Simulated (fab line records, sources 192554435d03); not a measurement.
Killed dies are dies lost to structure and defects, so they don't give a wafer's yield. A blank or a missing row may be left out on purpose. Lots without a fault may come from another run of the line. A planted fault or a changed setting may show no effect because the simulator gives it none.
fab line records | flow n5_finfet
record lots=7 wafers=39
route steps=1938 shown PMOS_HMC_CHANNEL_EPI@57 FIN_SAQP@125 SDB@373 DUMMY_REMOVAL@377 HKMG_FIN@403 MOL_CONTACT_COAG@547 BEOL_M4@1037
start_h: hours from the record's first day to the start of the lot's first wafer shown | wait_h: hours since the lot's step before | " the same as in the row above | L1.1+2: a row that stands for several wafers | - no value, or no start given | * or withheld: withheld | < > ~ a bound
route shown NAME@n: a module of which the file shows steps, and the number in the route of the first | usual: mean/standard deviation of fault-free wafers | same: alike in all rows | chamber/n: place in a boat | sites: the reading at each site | _std_site: their standard deviation | _edge_site: outer sites' mean less inner sites' | radius_mm: how far each site lies from the wafer's centre | mask NAME#n: copy n | behind: the tool/chamber that last shaped the wafer | hold: why the lot was held/for how many hours/how that ended | device: the transistor (n, p or np) that didn't switch | end of line: the same wafers' tests at the end of the route | a step without rows: its recipe alone | killed: dies lost to structure and defects at the first sort, not the wafer's yield | map: a wafer's dies, x killed, . not, _ none there
set.NAME: the setting as run; set.NAME@STEP: as run at that earlier step | model.NAME: the simulator's own value behind a step, which no gauge read
lots whose settings were changed on purpose; a table a step, a row a wafer
## steps
# step N5_PMOS_HMC_CHANNEL_EPI_HM_DEP_34
# recipe material=SiO2 target_thk_a=360 temp_c=400 precursor=TEOS/O2 pressure_torr=6.5 rf_w=900 teos_flow_sccm=161.4 gas=O2 flow_sccm=2650 time_s=6.9
# columns lot.wafer tool chamber start_h wait_h set.time_s model.SiO2_of_PMOS_HMC_CHANNEL_EPI_HM_DEP_34.thk_nm
L074.1 pecvd-02 0 16.87 0.0 6.9 35.55
L074.2+5 " 1,2 " " 10.09 51.75
L074.3 " 2 " " 6.9 35.65
L074.4 " 1 " " 10.09 52.38
L074.6 " 0 " " 6.9 36.2
L075.1 pecvd-04 1 23.22 0.0 6.9 35.23
L075.2 " 2 " " 6.9 35.54
L075.3 " 0 " " 6.9 35.52
L075.4 " 0 " " 6.9 36.21
L075.5 " 1 " " 6.9 35.86
L075.6 " 2 " " 6.9 36.18
L082.1 pecvd-04 0 65.19 0.0 6.9 35.66
L082.2 " 2 " " 9.584 48.73
L082.3 " 1 " " 6.9 34.75
L082.4 " 2 " " 6.9 36.13
L082.5 " 0 " " 9.584 49.42
L082.6 " 1 " " 9.584 49.58
L087.1 pecvd-03 2 95.06 0.0 8.37 43.52
L087.2 " 0 " " 8.37 43.72
L087.3 " 1 " " 6.9 36.45
L087.4 " 2 " " 6.9 37.2
L087.5 " 0 " " 6.9 36.34
L087.6 " 1 " " 8.37 43.85
L088.1 pecvd-04 1 101.18 0.0 6.9 35.93
L088.2 " 0 " " 6.9 35.69
L088.3 " 2 " " 6.9 35.94
L088.4 " 0 " " 6.9 36.73
L088.5 " 1 " " 6.9 36.22
L088.6 " 2 " " 6.9 36.35
L089.3 pecvd-04 1 107.66 0.0 6.9 35.18
L089.4 " 2 " " 6.9 36.03
L089.6 " 1 " " 6.9 35.84
L090.1 pecvd-03 2 112.97 0.0 6.9 36.2
L090.2 " 1 " " 6.9 35.95
L090.3 " 1 " " 6.9 35.82
L090.4 " 2 " " 6.9 36.22
L090.5 " 2 " " 6.9 36.37
L090.6 " 1 " " 6.9 35.99
# step N5_FIN_SAQP_SPACER1_ALD_24
# recipe material=SiO2 target_thk_a=203 temp_c=300 ald_precursor_family=BDEAS ald_co_reactant=O2-plasma pulse_time_s=1 purge_time_s=2 co_reactant_purge_time_s=2 ald_cycles=218 pressure_torr=2
# columns lot.wafer tool chamber start_h wait_h set.ald_cycles model.SiO2_of_FIN_SAQP_SPACER1_ALD_24.thk_nm
L074.1+3+5 ald_sin-01 0,1,3 23.32 0.3 124 11.6
L074.2+4+6 " 3,2,0 " " 218 20.4
L075.1+6 ald_sin-04 2,3 29.18 0.3 139 13
L075.2+5 " 3,2 " " 218 20.2
L075.3 " 1 " " 139 12.8
L075.4 " 0 " " 218 20.4
L082.1+2+4 ald_sin-02 0,3,1 71.44 0.4 218 20.4
L082.3+5+6 " 2,0,1 " " 327 30.6
L087.1+4+5 ald_sin-01 1,3,0 101.59 0.3 107 10
L087.2+3 " 3,0 " " 218 20.2
L087.6 " 1 " " 218 20.4
L088.1+3 ald_sin-04 0,2 108.66 0.3 218 20.2
L088.2 " 3 " " 218 20.4
L088.4 " 1 " " 88 8.2
L088.5+6 " 0,3 " " 88 8
L089.3+4+6 ald_sin-02 1,3,2 114.03 0.1 218 20.2
L090.1+2 ald_sin-04 0,1 119.86 0.3 218 20.2
L090.3+4+5 " 2,3,0 " " 335 31.2
L090.6 " 3 " " 218 20.4
# step N5_FIN_SAQP_SPACER1_ETCHBACK_25
# recipe chemistry=CHF3/O2 mode=anisotropic_etchback target=SiO2 target_depth_a=244 time_s=12.2 pressure_mtorr=30 source_w=650 bias_w=170 Ar_flow_sccm=200 CHF3_flow_sccm=50 O2_flow_sccm=5 ion_energy_ev=200
# step N5_FIN_SAQP_MANDREL1_REMOVE_56
# recipe chemistry=HBr/Cl2/O2 bt_time_s=10 target=a-Si stop_on=SiNx endpoint=OES-SiCl over_etch_frac=1 icp_w=600 bias_w=22 HBr_flow_sccm=150 Cl2_flow_sccm=80 O2_flow_sccm=5 pressure_mtorr=10
# columns lot.wafer tool chamber start_h wait_h set.ald_cycles@FIN_SAQP_SPACER1_ALD_24 model.FIN_SAQP.cd_nm
L074.1+5 rie_si-04 0 24.13 0.1 124 11.6
L074.2+6 " 3,1 " " 218 20.4
L074.3 " 1 " " 124 11.8
L074.4 " 2 " " 218 20.2
L075.1+3+6 rie_si-03 2,1,2 29.98 0.1 139 13
L075.2+4 " 3,0 " " 218 20.4
L075.5 " 3 " " 218 20.2
L082.1+2 rie_si-04 3,2 72.43 0.1 218 20.2
L082.3+5+6 " 1,0,1 " " 327 30.6
L082.4 " 0 " " 218 20.4
L087.1 rie_si-04 3 102.40 0.1 107 9.8
L087.2+3 " 0,1 " " 218 20.2
L087.4+5 " 2 " " 107 10
L087.6 " 1 " " 218 20.4
L088.1 rie_si-03 2 109.46 0.1 218 20
L088.2 " 0 " " 218 20.4
L088.3 " 1 " " 218 20.2
L088.4 " 3 " " 88 8.2
L088.5+6 " 2,3 " " 88 8
L089.3+4 rie_si-03 2,3 114.84 0.1 218 20.2
L089.6 " 1 " " 218 20.4
L090.1+2 rie_si-05 3,1 120.68 0.1 218 20.2
L090.3 " 2 " " 335 31
L090.4+5 " 0,3 " " 335 31.2
L090.6 " 2 " " 218 20.4
# step N5_FIN_SAQP_CD_MEAS_27
# recipe target_cd_nm=20 landing_energy_ev=1000 detector=se_inlens polarity=line
# usual cd_nm=20.28/0.23
# columns lot.wafer tool chamber start_h wait_h set.ald_cycles@FIN_SAQP_SPACER1_ALD_24 cd_nm
L074.1 cd_sem-01 0 24.24 0.1 124 11.48
L074.2 " 0 " " 218 20.23
L074.3 " 0 " " 124 11.42
L074.4 " 0 " " 218 20.54
L074.5 " 0 " " 124 11.85
L074.6 " 0 " " 218 20.06
L075.1 cd_sem-01 0 30.09 0.1 139 12.84
L075.2 " 0 " " 218 20.35
L075.3 " 0 " " 139 12.75
L075.4 " 0 " " 218 20.51
L075.5 " 0 " " 218 20.36
L075.6 " 0 " " 139 12.91
L082.1 cd_sem-02 0 72.54 0.1 218 20.50
L082.2 " 0 " " 218 19.98
L082.3 " 0 " " 327 30.51
L082.4 " 0 " " 218 20.19
L082.5 " 0 " " 327 30.56
L082.6 " 0 " " 327 30.45
L087.1 cd_sem-02 0 102.51 0.1 107 9.87
L087.2 " 0 " " 218 20.23
L087.3 " 0 " " 218 20.18
L087.4 " 0 " " 107 10.01
L087.5 " 0 " " 107 9.96
L087.6 " 0 " " 218 20.37
L088.1 cd_sem-01 0 109.57 0.1 218 20.06
L088.2 " 0 " " 218 20.36
L088.3 " 0 " " 218 20.58
L088.4 " 0 " " 88 7.94
L088.5 " 0 " " 88 7.91
L088.6 " 0 " " 88 8.61
L089.3 cd_sem-03 0 114.95 0.1 218 20.22
L089.4 " 0 " " 218 20.27
L089.6 " 0 " " 218 20.23
L090.1 cd_sem-03 0 120.79 0.1 218 19.77
L090.2 " 0 " " 218 20.25
L090.3 " 0 " " 335 30.70
L090.4 " 0 " " 335 30.89
L090.5 " 0 " " 335 31.11
L090.6 " 0 " " 218 20.39
# step N5_SDB_ALD_29
# recipe material=SiNx target_thk_a=300 temp_c=400 ald_precursor_family=SiH2I2 ald_co_reactant=N2/H2-plasma pulse_time_s=1 ald_cycles=600 purge_time_s=2 co_reactant_purge_time_s=2 pressure_torr=2
# columns lot.wafer tool chamber start_h wait_h set.ald_cycles model.SiNx_of_SDB_ALD_29.thk_nm
L074.1+4 ald_sin-03 0,2 67.07 0.0 600 30
L074.2+3 " 3,1 " " 329 16.6
L074.5 " 1 68.42 1.4 600 30.2
L074.6 " 2 " " 329 16.4
L075.1+2+3+4+6 ald_sin-03 3,1,0,2,3 73.89 0.0 600 30
L075.5 " 2 75.24 1.4 600 29.8
L082.1+2+3+4+5 ald_sin-03 2,3,0,1,3 115.81 0.0 600 30
L082.6 " 0 117.16 1.4 600 29.8
L087.1 ald_sin-02 2 148.91 0.0 600 30
L087.2+3+4+5+6 " 1,0,3,2,1 " " 600 29.8
L089.3+6 ald_sin-02 2,1 159.30 0.0 600 29.8
L089.4 " 3 " " 600 30
L088.1 ald_sin-03 3 159.99 0.0 303 15.4
L088.2+4 " 0,2 " " 600 30
L088.3+6 " 1,3 " " 303 15.2
L088.5 " 2 161.34 1.4 600 30.2
L090.1+5 ald_sin-03 0,2 164.24 0.0 460 23
L090.2+3 " 3,2 " " 600 30
L090.4 " 1 " " 460 23.2
L090.6 " 3 165.60 1.4 600 30.2
# step N5_SDB_CMP_30
# recipe stop_on=poly-Si t_overpolish_s=1.54 post_cmp_clean=alkaline_brush down_force_psi=4.1491 platen_rpm=51.796 pad_velocity_m_s=1.0306 target_thk_nm=30
# step N5_DUMMY_REMOVAL_HM_STRIP_01
# recipe chemistry=CH3F/O2 material=SiNx target_depth_a=40 stop_on=poly-Si time_s=6.8 over_etch_frac=0.3 ion_energy_ev=60 power_w=410 bias_w=29 Ar_flow_sccm=150 CH3F_flow_sccm=30 O2_flow_sccm=20
# columns lot.wafer tool chamber start_h wait_h set.ald_cycles@SDB_ALD_29 model.SiNx_of_SDB_ALD_29.thk_nm
L074.1+4 rie_diel-06 0,1 70.16 0.0 600 29.4
L074.2+3 " 3,2 " " 329 16.2
L074.5 " 1 " " 600 29.6
L074.6 " 2 " " 329 16
L075.1+3+5 rie_diel-02 2,0,3 76.98 0.0 600 29.2
L075.2+4+6 " 1,3,0 " " 600 29.4
L082.1+2+3+4+5 rie_diel-05 0,3,2,1,2 118.90 0.0 600 29.4
L082.6 " 3 " " 600 29.2
L087.1 rie_diel-02 0 152.00 0.0 600 29.4
L087.2+4+5+6 " 3,1,0,3 " " 600 29.2
L087.3 " 2 " " 600 29
L089.3+6 rie_diel-06 3,0 162.39 0.0 600 29.2
L089.4 " 1 " " 600 29.4
L088.1+3+6 rie_diel-02 2,3,0 163.08 0.0 303 15
L088.2+4 " 0,1 " " 600 29.4
L088.5 " 3 " " 600 29.6
L090.1+4+5 rie_diel-06 1,0,1 167.37 0.1 460 22.6
L090.2+3 " 3,2 " " 600 29.4
L090.6 " 0 " " 600 29.6
# step N5_HKMG_FIN_ETCH_55
# recipe chemistry=N2/H2 target=SOC target_depth_a=2400 temp_c=40 time_s=300 ion_energy_ev=200 mask_material=SiARC pressure_mtorr=30 source_w=840 bias_w=150 n2_flow_sccm=200 h2_flow_sccm=200
# columns lot.wafer tool chamber start_h wait_h set.time_s model.etch.depth_nm model.HKMG_FIN.feature_depth_nm model.SiARC_of_HKMG_FIN_COAT_42.thk_nm
L074.1 rie_diel-01 1 71.93 0.0 300 244 244 20.6
L074.2 " 0 " " 443.4 356.6 356.6 14.4
L074.3 " 2 " " 300 232.7 232.6 21.6
L074.4 " 0 " " 300 242 242 21
L074.5 " 1 " " 443.4 364.1 364.2 13.8
L074.6 " 2 " " 443.4 345.6 345.6 15.2
L075.1 rie_diel-04 1 78.74 0.0 449 349.4 349.4 15
L075.2 " 0 " " 449 355.6 355.6 14.2
L075.3 " 3 " " 300 231.4 231.4 21.8
L075.4 " 2 " " 449 355.9 355.8 14.8
L075.5 " 3 " " 300 228.1 228 22.2
L075.6 " 2 " " 300 239.5 239.6 21.6
L082.1 rie_diel-04 1 120.75 0.0 215 172.2 172.2 25.2
L082.2 " 0 " " 215 172 172 24.8
L082.3 " 2 " " 300 243.2 243.2 21.2
L082.4 " 3 " " 300 232.9 232.8 21.6
L082.5 " 1 " " 300 240.3 240.4 21.2
L082.6 " 2 " " 215 174.3 174.2 25.2
L087.1 rie_diel-03 3 153.56 0.0 451.4 361.9 361.8 14
L087.2 " 0 " " 451.4 363.2 363.2 14
L087.3 " 1 " " 300 241.2 241.2 21
L087.4 " 0 " " 300 243.3 243.4 20.8
L087.5 " 1 " " 451.4 366.9 367 13.8
L087.6 " 3 " " 300 239.8 239.8 21.2
L089.3 rie_diel-04 2 164.07 0.0 300 242.7 242.6 21
L089.4 " 3 " " 300 234.9 235 21.4
L089.6 " 1 " " 300 241.4 241.4 21
L088.1 rie_diel-03 1 164.75 0.0 242.3 197 197 23.6
L088.2 " 0 " " 300 240.9 241 21
L088.3 " 3 " " 300 240.4 240.4 21
L088.4 " 2 " " 242.3 192.6 192.6 24
L088.5 " 3 " " 242.3 196.1 196 23.6
L088.6 " 2 " " 300 239.9 239.8 21.2
L090.1 rie_diel-01 0 169.09 0.0 130.7 105.1 105 29
L090.2 " 3 " " 300 244.9 244.8 20.8
L090.3 " 2 " " 130.7 105.4 105.4 29
L090.4 " 1 " " 300 242.4 242.4 20.8
L090.5 " 0 " " 130.7 105.2 105.2 28.8
L090.6 " 1 " " 300 243.3 243.2 20.6
# step N5_MOL_CONTACT_COAG_SPUTTER_143
# recipe material=Co target_thk_a=25 temp_c=25 chamber_pressure_pa=0.2
# columns lot.wafer tool chamber start_h wait_h set.target_thk_a model.Co_of_MOL_CONTACT_COAG_SPUTTER_143.thk_nm
L074.1+4+6 pvd_sputter-02 - 90.23 0.0 25 2.6
L074.2+5 " - " " 39.14 4
L074.3 " - " " 39.14 3.8
L075.1+6 pvd_sputter-02 - 97.79 0.0 16.99 1.8
L075.2 " - " " 16.99 1.6
L075.3+4+5 " - " " 25 2.6
L082.1+2+3+4+5 pvd_sputter-03 - 139.31 0.0 25 2.4
L082.6 " - " " 25 2.6
L087.1+3+6 pvd_sputter-02 - 171.50 0.0 25 2.6
L087.2 " - " " 39.47 3.8
L087.4+5 " - " " 39.47 4
L089.3+4+6 pvd_sputter-03 - 181.80 0.0 25 2.6
L088.1+2+6 pvd_sputter-03 - 184.40 0.0 25 2.6
L088.3+4+5 " - " " 38.53 4
L090.1+2+3+4+5 pvd_sputter-01 - 189.26 0.0 25 2.6
L090.6 " - " " 25 2.8
# step N5_BEOL_M4_DESCUM_16
# recipe chemistry=O2 time_s=7 source_power_w=50 bias_power_w=20 pressure_mtorr=20 rf_frequency_hz=2.712e+07 temp_c=40 resist=CAR-EUV o2_flow_sccm=225
# columns lot.wafer tool chamber start_h wait_h set.time_s model.CAR-EUV_of_BEOL_M4_COAT_05.thk_nm
L074.1+2+4 rie_diel-04 0,2,1 181.95 0.4 7 26
L074.3+5+6 " 3,3,0 " " 5.383 26.8
L075.1 rie_diel-01 2 184.69 0.3 8.516 25.4
L075.2+3 " 1,3 " " 8.516 25.2
L075.4+6 " 0,1 " " 7 26
L075.5 " 2 " " 7 26.2
L082.1+3+4 rie_diel-03 1,0,2 246.96 0.0 7 26
L082.2+6 " 3 " " 3.701 27.8
L082.5 " 2 " " 3.701 27.6
L087.1+2+6 rie_diel-04 2,1,1 257.27 0.0 7 26
L087.3+4 " 3,0 " " 4.007 27.6
L087.5 " 2 " " 4.007 27.4
L089.3+4+6 rie_diel-01 2,2,3 265.40 0.4 7 26.4
L088.1+4+6 rie_diel-03 3,0,3 275.01 0.0 7 26
L088.2+5 " 2,0 " " 2.822 28.2
L088.3 " 1 " " 2.822 28
L090.1+2+5 rie_diel-04 1,2,0 276.23 0.0 8.278 25.6
L090.3+4+6 " 0,3,3 " " 7 26.2
# step N5_BEOL_M4_ETCH_74
# recipe chemistry=N2/H2 target=underlayer target_depth_a=65 mask_material=CAR-EUV time_s=5.2 ion_energy_ev=200 pressure_mtorr=30 source_w=840 bias_w=150 n2_flow_sccm=200 h2_flow_sccm=200 ends=cleared
# columns lot.wafer tool chamber start_h wait_h set.time_s@BEOL_M4_DESCUM_16 model.CAR-EUV_of_BEOL_M4_COAT_05.thk_nm
L074.1 rie_diel-04 0 181.98 0.0 7 20.4
L074.2+4 " 2,1 " " 7 20.2
L074.3+5 " 3 " " 5.383 21
L074.6 " 0 " " 5.383 21.2
L075.1+2+3 rie_diel-01 2,1,3 184.72 0.0 8.516 19.6
L075.4+5+6 " 0,2,1 " " 7 20.4
L082.1+3+4 rie_diel-03 1,0,2 247.00 0.0 7 20.4
L082.2+5+6 " 3,2,3 " " 3.701 22
L087.1+6 rie_diel-04 2,1 257.30 0.0 7 20.2
L087.2 " 1 " " 7 20.4
L087.3+4+5 " 3,0,2 " " 4.007 21.8
L089.3+4+6 rie_diel-01 2,2,3 265.44 0.0 7 20.6
L088.1+4+6 rie_diel-03 3,0,3 275.04 0.0 7 20.4
L088.2+3+5 " 2,1,0 " " 2.822 22.4
L090.1+2 rie_diel-04 1,2 276.27 0.0 8.278 19.8
L090.3+4+6 " 0,3,3 " " 7 20.4
L090.5 " 0 " " 8.278 20
# step N5_BEOL_M4_ETCH_63
# recipe chemistry=CF4 target=SiARC target_depth_a=156 mask_material=CAR-EUV time_s=26 ion_energy_ev=80 pressure_mtorr=40 source_w=545 bias_w=36 Ar_flow_sccm=100 cf4_flow_sccm=100 ends=cleared
# columns lot.wafer tool chamber start_h wait_h set.time_s@BEOL_M4_DESCUM_16 model.CAR-EUV_of_BEOL_M4_COAT_05.thk_nm
L074.1 rie_diel-04 0 182.00 0.0 7 11.2
L074.2+4 " 2,1 " " 7 11
L074.3+5 " 3 " " 5.383 11.8
L074.6 " 0 " " 5.383 12
L075.1+2+3 rie_diel-01 2,1,3 184.74 0.0 8.516 10.4
L075.4+5+6 " 0,2,1 " " 7 11.2
L082.1+3+4 rie_diel-03 1,0,2 247.02 0.0 7 11.2
L082.2+5+6 " 3,2,3 " " 3.701 12.8
L087.1+2+6 rie_diel-04 2,1,1 257.32 0.0 7 11
L087.3+4+5 " 3,0,2 " " 4.007 12.6
L089.3+4+6 rie_diel-01 2,2,3 265.45 0.0 7 11.4
L088.1+4+6 rie_diel-03 3,0,3 275.06 0.0 7 11.2
L088.2+3+5 " 2,1,0 " " 2.822 13.2
L090.1+2 rie_diel-04 1,2 276.28 0.0 8.278 10.6
L090.3+4+6 " 0,3,3 " " 7 11.2
L090.5 " 0 " " 8.278 10.8
## key
split step=N5_PMOS_HMC_CHANNEL_EPI_HM_DEP_34 setting=time_s stated=6.9 by=wafer
response step=N5_PMOS_HMC_CHANNEL_EPI_HM_DEP_34 reading=model.SiO2_of_PMOS_HMC_CHANNEL_EPI_HM_DEP_34.thk_nm change=+0.349 per=1% r=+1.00
split step=N5_FIN_SAQP_SPACER1_ALD_24 setting=ald_cycles stated=218 by=wafer
response step=N5_FIN_SAQP_SPACER1_ALD_24 reading=model.SiO2_of_FIN_SAQP_SPACER1_ALD_24.thk_nm change=+0.204 per=1% r=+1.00
response step=N5_FIN_SAQP_MANDREL1_REMOVE_56 reading=model.FIN_SAQP.cd_nm change=+0.203 per=1% r=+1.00
response step=N5_FIN_SAQP_CD_MEAS_27 reading=cd_nm change=+0.204 per=1% r=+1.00
split step=N5_SDB_ALD_29 setting=ald_cycles stated=600 by=wafer
response step=N5_SDB_ALD_29 reading=model.SiNx_of_SDB_ALD_29.thk_nm change=+0.299 per=1% r=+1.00
response step=N5_DUMMY_REMOVAL_HM_STRIP_01 reading=model.SiNx_of_SDB_ALD_29.thk_nm change=+0.294 per=1% r=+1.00
split step=N5_HKMG_FIN_ETCH_55 setting=time_s stated=300 by=wafer
response step=N5_HKMG_FIN_ETCH_55 reading=model.etch.depth_nm change=+2.42 per=1% r=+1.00
response step=N5_HKMG_FIN_ETCH_55 reading=model.HKMG_FIN.feature_depth_nm change=+2.42 per=1% r=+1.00
response step=N5_HKMG_FIN_ETCH_55 reading=model.SiARC_of_HKMG_FIN_COAT_42.thk_nm change=-0.142 per=1% r=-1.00
split step=N5_MOL_CONTACT_COAG_SPUTTER_143 setting=target_thk_a stated=25 by=wafer
response step=N5_MOL_CONTACT_COAG_SPUTTER_143 reading=model.Co_of_MOL_CONTACT_COAG_SPUTTER_143.thk_nm change=+0.0244 per=1% r=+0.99
split step=N5_BEOL_M4_DESCUM_16 setting=time_s stated=7 by=wafer
response step=N5_BEOL_M4_DESCUM_16 reading=model.CAR-EUV_of_BEOL_M4_COAT_05.thk_nm change=-0.0359 per=1% r=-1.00
response step=N5_BEOL_M4_ETCH_74 reading=model.CAR-EUV_of_BEOL_M4_COAT_05.thk_nm change=-0.0342 per=1% r=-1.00
response step=N5_BEOL_M4_ETCH_63 reading=model.CAR-EUV_of_BEOL_M4_COAT_05.thk_nm change=-0.0345 per=1% r=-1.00
